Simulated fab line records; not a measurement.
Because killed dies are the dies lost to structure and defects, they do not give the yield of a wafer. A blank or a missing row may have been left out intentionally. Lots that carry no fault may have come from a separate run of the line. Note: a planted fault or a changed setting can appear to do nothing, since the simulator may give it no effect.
Problem report in the 8D (eight disciplines) form, filled by code || flow n5Finfet || the parts of the form that need people (team, actions taken, sign-off) are left out

## 1. WHAT WENT WRONG
spinSpeedRpm at N5_BEOL_M8_COAT_71 reads a mean of 1631.6 rpm on 6 wafers of 2 lots; wafers without a fault read 1500.0 rpm with a standard deviation of 0.96. So: +99 or more standard deviations from the usual mean.
The step: time 60 s, resist thk 5 nm.
Seen first at day 14 19:40 on lithoTrack-04, wafer L953.1. At this step, 33 wafers from 12 lots have a number in the record. Rule for "out", or "out of limits": more than 4 standard deviations from the usual mean. Any other wafer with a number is counted as sound.

## 2. WHAT IT IS; WHAT IT IS NOT
{"question": "which readings at this step", "is": "spinSpeedRpm", "is not": "-"}
{"question": "which lots", "is": "L953, L956", "is not": "L936, L938, L939, L941, L943, L946, L947, L948, L957, L958"}
{"question": "which wafers of those lots", "is": "all that have a number", "is not": "-"}
{"question": "read on which tools", "is": "lithoTrack-04", "is not": "lithoTrack-01, lithoTrack-02"}
{"question": "when", "is": "from day 14 19:40", "is not": "up to then (21 sound wafers); but 6 sound wafers of L957, L958 came after"}

## 3. THE SUSPECTS, EACH WITH WHAT RULES IT OUT
Counting: a tool at any process step up to the reading remains a suspect when it ran all the lots that are out and ran no sound lot after the first of those.
- lithoTrack-04 at N5_BEOL_M8_COAT_71 (time 60 s, resist thk 5 nm): kept. Every lot that is out went through it, starting with L953 (day 14 19:40), and after that it ran no sound lot; the last sound lot it ran before then is L948 (day 13 04:19). Its own spinSpeedRpm readings are out on those wafers.
After counting, what remains is lithoTrack-04 at N5_BEOL_M8_COAT_71.

## 4. THE CAUSE (what the simulator had put in)
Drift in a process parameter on lithoTrack-04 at N5_BEOL_M8_COAT_71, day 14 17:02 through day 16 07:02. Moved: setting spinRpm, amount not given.
After counting, this tool was the only one left.

## 5. THE CHAIN OF EFFECTS, in route order
One row per reading whose mean, taken over the struck wafers that have a number, lies over 3 standard deviations from the usual. Scope: only readings with a usual standard deviation given in the record; hours: median across lots of the time from each lot's start at the first step in this table that gives one to its start at this step; sigmas: change in usual standard deviations.
{"hours": 0, "step": "N5_BEOL_M8_COAT_71", "reading": "spinSpeedRpm", "usual": "1500.0 rpm", "on struck wafers": 1631.6, "change": "+131.6", "sigmas": "+99 or more"}
It contains these process steps:
- N5_BEOL_M8_COAT_71: time 60 s, resist thk 5 nm.

## 6. WHAT WOULD HAVE CAUGHT IT SOONER
In this record no reading fell out of limits until day 14 19:40, 3 hours after the fault had begun at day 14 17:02.
